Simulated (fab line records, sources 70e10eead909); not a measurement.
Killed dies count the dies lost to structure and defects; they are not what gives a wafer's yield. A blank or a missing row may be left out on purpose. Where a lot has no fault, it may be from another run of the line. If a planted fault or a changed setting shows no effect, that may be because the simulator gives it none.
Which of the tools did it? / flow nand harc / Sampling: 11 lots, 33 wafers, 5 of 1159 route steps

## WHAT EACH GAUGE READ, for each wafer
NHARC_END_SORT_01.
lot=L672; measured=day 23 03:16; on=prober-01; killed at array=344 25 34; killed at other=0 1 0; killed at periphery=3 3 2; killed dies=347 29 36; killed open=0 0 3; killed short=1 0 2
lot=L673; measured=day 23 14:16; on=prober-01; killed at array=33 355 35; killed at other=0 0 0; killed at periphery=2 0 1; killed dies=35 355 36; killed open=3 1 3; killed short=2 1 0

## WHICH TOOL RAN EACH LOT (tool, then ch and the chambers of the sampled wafers, then the start)
lot=L657; NHARC_A_CHANNEL_FILL_D1_ALD_25=ald hk-01 ch 0,1,3, day 10 12:17; NHARC_A_STAIRCASE_TRIM_12=rie diel-11 ch 1,2,3, day 11 03:02; NHARC_A_STAIRCASE_TRIM_20=rie diel-13 ch 0,2,3, day 11 04:19; NHARC_A_STAIRCASE_TRIM_22=rie diel-13 ch 0,1,2, no start
lot=L660; NHARC_A_CHANNEL_FILL_D1_ALD_25=ald hk-03 ch 0,1, day 11 02:51; NHARC_A_STAIRCASE_TRIM_12=rie diel-01 ch 0,1, day 11 17:16; NHARC_A_STAIRCASE_TRIM_20=rie diel-11 ch 0,2,3, day 11 18:20; NHARC_A_STAIRCASE_TRIM_22=rie diel-11 ch 0,2, no start
lot=L662; NHARC_A_CHANNEL_FILL_D1_ALD_25=ald hk-04 ch 1,2,3, day 11 12:59; NHARC_A_STAIRCASE_TRIM_12=rie diel-01 ch 1,2,3, day 12 03:27; NHARC_A_STAIRCASE_TRIM_20=rie diel-13 ch 0,1,3, day 12 06:39; NHARC_A_STAIRCASE_TRIM_22=rie diel-13 ch 0,1,2, no start
lot=L661; NHARC_A_CHANNEL_FILL_D1_ALD_25=ald hk-03 ch 1,2,3, day 11 13:36; NHARC_A_STAIRCASE_TRIM_12=rie diel-01 ch 0,2,3, day 12 03:13; NHARC_A_STAIRCASE_TRIM_20=rie diel-01 ch 0,2,3, day 12 06:23; NHARC_A_STAIRCASE_TRIM_22=rie diel-01 ch 0,3, no start
lot=L666; NHARC_A_CHANNEL_FILL_D1_ALD_25=ald hk-01 ch 0,1,2, day 12 08:16; NHARC_A_STAIRCASE_TRIM_12=rie diel-01 ch 0,1,2, day 12 23:22; NHARC_A_STAIRCASE_TRIM_20=rie diel-13 ch 0,2,3, day 13 00:37; NHARC_A_STAIRCASE_TRIM_22=rie diel-13 ch 1,2,3, no start
lot=L665; NHARC_A_CHANNEL_FILL_D1_ALD_25=ald hk-04 ch 0,1,3, day 12 08:52; NHARC_A_STAIRCASE_TRIM_12=rie diel-11 ch 0,1,3, day 12 23:11; NHARC_A_STAIRCASE_TRIM_20=rie diel-11 ch 0,2,3, day 13 00:21; NHARC_A_STAIRCASE_TRIM_22=rie diel-11 ch 0,2,3, no start
lot=L669; NHARC_A_CHANNEL_FILL_D1_ALD_25=ald hk-01 ch 0,1,2, day 13 06:25; NHARC_A_STAIRCASE_TRIM_12=rie diel-13 ch 0,1,2, day 13 20:01; NHARC_A_STAIRCASE_TRIM_20=rie diel-13 ch 0,2,3, day 13 22:06; NHARC_A_STAIRCASE_TRIM_22=rie diel-13 ch 1,3, no start
lot=L670; NHARC_A_CHANNEL_FILL_D1_ALD_25=ald hk-03 ch 1,2,3, day 13 18:08; NHARC_A_STAIRCASE_TRIM_12=rie diel-13 ch 0,1,2, day 14 09:01; NHARC_A_STAIRCASE_TRIM_20=rie diel-13 ch 0,1,2, day 14 10:16; NHARC_A_STAIRCASE_TRIM_22=rie diel-13 ch 0,1,2, no start
lot=L672; NHARC_A_CHANNEL_FILL_D1_ALD_25=ald hk-04 ch 1,2,3, day 14 00:07; NHARC_A_STAIRCASE_TRIM_12=rie diel-13 ch 0,1,2, day 14 15:02; NHARC_A_STAIRCASE_TRIM_20=rie diel-11 ch 0,1,3, day 14 16:02; NHARC_A_STAIRCASE_TRIM_22=rie diel-11 ch 0,1,2, day 23 03:16 or earlier
lot=L673; NHARC_A_CHANNEL_FILL_D1_ALD_25=ald hk-01 ch 1,3, day 14 05:10; NHARC_A_STAIRCASE_TRIM_12=rie diel-13 ch 0,1,3, day 14 19:39; NHARC_A_STAIRCASE_TRIM_20=rie diel-01 ch 0,1,2, day 14 20:48; NHARC_A_STAIRCASE_TRIM_22=rie diel-01 ch 0,2,3, day 23 14:16 or earlier
lot=L676; NHARC_A_CHANNEL_FILL_D1_ALD_25=ald hk-04 ch 1,2,3, day 14 22:28; NHARC_A_STAIRCASE_TRIM_12=rie diel-11 ch 1,3, day 15 13:25; NHARC_A_STAIRCASE_TRIM_20=rie diel-11 ch 0,2,3, day 15 15:07; NHARC_A_STAIRCASE_TRIM_22=rie diel-11 ch 2,3, no start
- NHARC_A_CHANNEL_FILL_D1_ALD_25: deposits SiOx, target thk 60 nm, pulse time 10 s, ald cycles 600.
- NHARC_A_STAIRCASE_TRIM_12: chemistry O2, time 211.2 s.
- NHARC_A_STAIRCASE_TRIM_20: chemistry O2, time 211.2 s.
- NHARC_A_STAIRCASE_TRIM_22: chemistry O2, time 211.2 s.

## AS READ BY THE TOOLS THEMSELVES (means over the sampled wafers that have a number; for cases with no such wafer, the mark the record gives instead)
NHARC_A_CHANNEL_FILL_D1_ALD_25.
lot=L657; tool=ald hk-01; heater power w (W)=524; precursor pulse height rel=1.000
lot=L660; tool=ald hk-03; heater power w (W)=489; precursor pulse height rel=0.982
lot=L662; tool=ald hk-04; heater power w (W)=442; precursor pulse height rel=1.011
lot=L661; tool=ald hk-03; heater power w (W)=531; precursor pulse height rel=1.002
lot=L666; tool=ald hk-01; heater power w (W)=496; precursor pulse height rel=0.998
lot=L665; tool=ald hk-04; heater power w (W)=453; precursor pulse height rel=1.014
lot=L669; tool=ald hk-01; heater power w (W)=491; precursor pulse height rel=0.997
lot=L670; tool=ald hk-03; heater power w (W)=539; precursor pulse height rel=1.000
lot=L672; tool=ald hk-04; heater power w (W)=446; precursor pulse height rel=0.989
lot=L673; tool=ald hk-01; heater power w (W)=497; precursor pulse height rel=1.002
lot=L676; tool=ald hk-04; heater power w (W)=448; precursor pulse height rel=1.004

NHARC_A_STAIRCASE_TRIM_12.
lot=L657; tool=rie diel-11; drypump motor current A (A)=5.7; oes product au (a.u.)=0.990; rf vpp V (V)=57.9; run length s (s)=232.3; showerhead plenum p Torr (Torr)=3.52; throttle valve pct (%)=17.037
lot=L660; tool=rie diel-01; drypump motor current A (A)=5.6; oes product au (a.u.)=0.996; rf vpp V (V)=57.6; run length s (s)=232.5; showerhead plenum p Torr (Torr)=3.51; throttle valve pct (%)=17.035
lot=L662; tool=rie diel-01; drypump motor current A (A)=5.9; oes product au (a.u.)=1.002; rf vpp V (V)=57.7; run length s (s)=232.2; showerhead plenum p Torr (Torr)=3.55; throttle valve pct (%)=17.032
lot=L661; tool=rie diel-01; drypump motor current A (A)=5.8; oes product au (a.u.)=1.004; rf vpp V (V)=58.1; run length s (s)=232.4; showerhead plenum p Torr (Torr)=3.63; throttle valve pct (%)=17.035
lot=L666; tool=rie diel-01; drypump motor current A (A)=5.7; oes product au (a.u.)=1.005; rf vpp V (V)=57.6; run length s (s)=232.5; showerhead plenum p Torr (Torr)=3.54; throttle valve pct (%)=17.031
lot=L665; tool=rie diel-11; drypump motor current A (A)=5.7; oes product au (a.u.)=0.995; rf vpp V (V)=57.8; run length s (s)=232.5; showerhead plenum p Torr (Torr)=3.60; throttle valve pct (%)=17.042
lot=L669; tool=rie diel-13; drypump motor current A (A)=5.8; oes product au (a.u.)=1.007; rf vpp V (V)=58.2; run length s (s)=232.3; showerhead plenum p Torr (Torr)=3.64; throttle valve pct (%)=17.039
lot=L670; tool=rie diel-13; drypump motor current A (A)=5.8; oes product au (a.u.)=1.016; rf vpp V (V)=58.1; run length s (s)=232.7; showerhead plenum p Torr (Torr)=3.64; throttle valve pct (%)=17.032
lot=L672; tool=rie diel-13; drypump motor current A (A)=5.8; oes product au (a.u.)=1.026; rf vpp V (V)=57.2; run length s (s)=207.1; showerhead plenum p Torr (Torr)=3.64; throttle valve pct (%)=17.036
lot=L673; tool=rie diel-13; drypump motor current A (A)=5.9; oes product au (a.u.)=1.012; rf vpp V (V)=58.8; run length s (s)=207.2; showerhead plenum p Torr (Torr)=3.59; throttle valve pct (%)=17.043
lot=L676; tool=rie diel-11; drypump motor current A (A)=5.8; oes product au (a.u.)=0.997; rf vpp V (V)=57.6; run length s (s)=232.2; showerhead plenum p Torr (Torr)=3.51; throttle valve pct (%)=17.042

NHARC_A_STAIRCASE_TRIM_20.
lot=L657; tool=rie diel-13; drypump motor current A (A)=5.8; oes product au (a.u.)=1.009; rf vpp V (V)=57.6; run length s (s)=232.6; showerhead plenum p Torr (Torr)=3.60; throttle valve pct (%)=17.032
lot=L660; tool=rie diel-11; drypump motor current A (A)=5.6; oes product au (a.u.)=0.997; rf vpp V (V)=58.5; run length s (s)=232.4; showerhead plenum p Torr (Torr)=3.60; throttle valve pct (%)=17.035
lot=L662; tool=rie diel-13; drypump motor current A (A)=5.9; oes product au (a.u.)=1.007; rf vpp V (V)=57.4; run length s (s)=232.2; showerhead plenum p Torr (Torr)=3.61; throttle valve pct (%)=17.048
lot=L661; tool=rie diel-01; drypump motor current A (A)=5.8; oes product au (a.u.)=1.013; rf vpp V (V)=58.5; run length s (s)=232.4; showerhead plenum p Torr (Torr)=3.63; throttle valve pct (%)=17.044
lot=L666; tool=rie diel-13; drypump motor current A (A)=5.8; oes product au (a.u.)=1.017; rf vpp V (V)=58.6; run length s (s)=232.5; showerhead plenum p Torr (Torr)=3.60; throttle valve pct (%)=17.036
lot=L665; tool=rie diel-11; drypump motor current A (A)=5.6; oes product au (a.u.)=0.991; rf vpp V (V)=57.7; run length s (s)=232.4; showerhead plenum p Torr (Torr)=3.59; throttle valve pct (%)=17.040
lot=L669; tool=rie diel-13; drypump motor current A (A)=5.8; oes product au (a.u.)=1.014; rf vpp V (V)=57.7; run length s (s)=232.5; showerhead plenum p Torr (Torr)=3.59; throttle valve pct (%)=17.040
lot=L670; tool=rie diel-13; drypump motor current A (A)=5.8; oes product au (a.u.)=1.008; rf vpp V (V)=58.6; run length s (s)=232.6; showerhead plenum p Torr (Torr)=3.64; throttle valve pct (%)=17.031
lot=L672; tool=rie diel-11; drypump motor current A (A)=5.7; oes product au (a.u.)=0.998; rf vpp V (V)=57.7; run length s (s)=232.4; showerhead plenum p Torr (Torr)=3.60; throttle valve pct (%)=17.036
lot=L673; tool=rie diel-01; drypump motor current A (A)=5.7; oes product au (a.u.)=0.995; rf vpp V (V)=57.5; run length s (s)=232.6; showerhead plenum p Torr (Torr)=3.54; throttle valve pct (%)=17.043
lot=L676; tool=rie diel-11; drypump motor current A (A)=5.6; oes product au (a.u.)=1.001; rf vpp V (V)=57.8; run length s (s)=232.5; showerhead plenum p Torr (Torr)=3.58; throttle valve pct (%)=17.034

NHARC_A_STAIRCASE_TRIM_22.
lot=L657; tool=rie diel-13; drypump motor current A (A)=5.8; oes product au (a.u.)=1.014; rf vpp V (V)=57.2; run length s (s)=232.4; showerhead plenum p Torr (Torr)=3.65; throttle valve pct (%)=17.041
lot=L660; tool=rie diel-11; drypump motor current A (A)=5.5; oes product au (a.u.)=1.002; rf vpp V (V)=58.4; run length s (s)=232.8; showerhead plenum p Torr (Torr)=3.52; throttle valve pct (%)=17.039
lot=L662; tool=rie diel-13; drypump motor current A (A)=5.8; oes product au (a.u.)=1.012; rf vpp V (V)=57.0; run length s (s)=232.7; showerhead plenum p Torr (Torr)=3.65; throttle valve pct (%)=17.033
lot=L661; tool=rie diel-01; drypump motor current A (A)=5.9; oes product au (a.u.)=1.008; rf vpp V (V)=57.6; run length s (s)=232.0; showerhead plenum p Torr (Torr)=3.59; throttle valve pct (%)=17.028
lot=L666; tool=rie diel-13; drypump motor current A (A)=5.4; oes product au (a.u.)=1.007; rf vpp V (V)=58.7; run length s (s)=232.3; showerhead plenum p Torr (Torr)=3.53; throttle valve pct (%)=17.043
lot=L665; tool=rie diel-11; drypump motor current A (A)=5.6; oes product au (a.u.)=0.993; rf vpp V (V)=57.9; run length s (s)=232.3; showerhead plenum p Torr (Torr)=3.59; throttle valve pct (%)=17.041
lot=L669; tool=rie diel-13; drypump motor current A (A)=5.5; oes product au (a.u.)=1.005; rf vpp V (V)=57.5; run length s (s)=232.1; showerhead plenum p Torr (Torr)=3.49; throttle valve pct (%)=17.037
lot=L670; tool=rie diel-13; drypump motor current A (A)=5.8; oes product au (a.u.)=1.013; rf vpp V (V)=57.9; run length s (s)=232.7; showerhead plenum p Torr (Torr)=3.64; throttle valve pct (%)=17.032
lot=L672; tool=rie diel-11; drypump motor current A (A)=5.6; oes product au (a.u.)=0.996; rf vpp V (V)=57.3; run length s (s)=232.7; showerhead plenum p Torr (Torr)=3.51; throttle valve pct (%)=17.040
lot=L673; tool=rie diel-01; drypump motor current A (A)=5.8; oes product au (a.u.)=0.989; rf vpp V (V)=57.8; run length s (s)=232.3; showerhead plenum p Torr (Torr)=3.62; throttle valve pct (%)=17.037
lot=L676; tool=rie diel-11; drypump motor current A (A)=5.7; oes product au (a.u.)=0.991; rf vpp V (V)=57.2; run length s (s)=232.4; showerhead plenum p Torr (Torr)=3.48; throttle valve pct (%)=17.042

## THE ANSWER, worked out from the rows above alone
Rule: the lots themselves supply what counts as usual. The widest of any qualifying gaps counts: lots, ordered by their means at a reading, are off when they make up no more than a third of the lots, leave a main group of 4 or more, and stand apart from it by 3 or more times the standard deviation of that group's means. If all means in a main group match to the digits the tables above print for the reading, that group is not used. Also off: a lot with no number at a reading for which 4 or more lots have one. Where the step has rows for the other lots, those lots are counted as sound. Order of review: gauges by route order, followed by the tools' own readings, for which a lot's mean as printed above is used. The first step at which some lot is off is used, and at that step the reading that is off furthest; a lot without a number counts as furthest.
Off: L672, L673 (NHARC_A_STAIRCASE_TRIM_12, run length s). For the main group the mean is 232.4 s and the standard deviation 0.16.
A tool fits if, at that step or a process step before it, it ran every lot that is off, and no sound lot after the first of them. One fits: NHARC_A_STAIRCASE_TRIM_12 on rie diel-13. A fault onset in the window from L670 (day 14 09:01, its last sound lot) to L672 (day 14 15:02, its first lot off) fits.
The tool's own readings at NHARC_A_STAIRCASE_TRIM_12 bear it out: on the lots that are off they differ by more than 5 times the standard deviation of the sound lots' means. run length s reads 207.1 s there against 232.4 s on the sound lots.

## WHAT THE SIMULATOR HAD INSERTED
rie diel-13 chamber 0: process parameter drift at NHARC_A_STAIRCASE_TRIM_12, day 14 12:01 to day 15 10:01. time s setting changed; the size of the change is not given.
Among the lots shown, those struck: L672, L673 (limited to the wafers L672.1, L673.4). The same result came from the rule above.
